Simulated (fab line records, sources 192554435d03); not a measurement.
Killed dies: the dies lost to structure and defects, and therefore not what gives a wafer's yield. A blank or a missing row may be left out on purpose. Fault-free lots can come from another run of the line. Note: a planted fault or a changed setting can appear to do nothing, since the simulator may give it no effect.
Matching of chambers -- flow n5Finfet -- N5_FIN_SAQP_PECVD_47 on pecvd-03: 3 sister chambers
The step deposits a-Si from SiH4/He, target thk 45 nm, time 36.3 s. 6 wafers are shown with their chamber, then 8 later ones without.

## WAFERS PAIRED WITH THEIR CHAMBERS
wafer,chamber,showerheadPlenumPTorr (Torr),throttleValvePct (%)
L082.4,2,5.67,18.3
L082.6,1,5.56,18.9
L083.4,1,5.56,18.9
L083.5,0,5.66,17.9
L083.6,2,5.68,18.5
L089.2,0,5.66,17.7

## WAFERS WHOSE CHAMBER IS MISSING
wafer,showerheadPlenumPTorr (Torr),throttleValvePct (%)
L089.4,5.56,18.8
L089.6,5.64,17.9
L090.1,5.65,18.0
L090.3,5.66,18.6
L090.5,5.56,18.8
L092.1,5.65,17.9
L092.3,5.57,18.8
L092.4,5.66,17.8

## WHICH CHAMBER EACH WENT THROUGH
wafer,from the rows above,in truth
L089.4,1,1
L089.6,0,0
L090.1,0,0
L090.3,2,2
L090.5,1,1
L092.1,0,0
L092.3,1,1
L092.4,0,0
Correct placement for 8 of the 8. Left unplaced by these rows: 0. Number placed wrongly: 0.
How it was worked out, from the rows above alone: a wafer's distance from a chamber is the root of the sum, over the readings, of the square of ((its reading less the chamber's mean) divided by the reading's scatter). If the next closest chamber is less than 2 further off than the closest, the wafer can't be placed; otherwise it belongs to the closest. Each chamber's mean is taken over the wafers shown for it. The scatter: take each reading less its chamber's mean, square it, sum over the shown wafers, divide by the number of wafers less the number of chambers, and take the root.
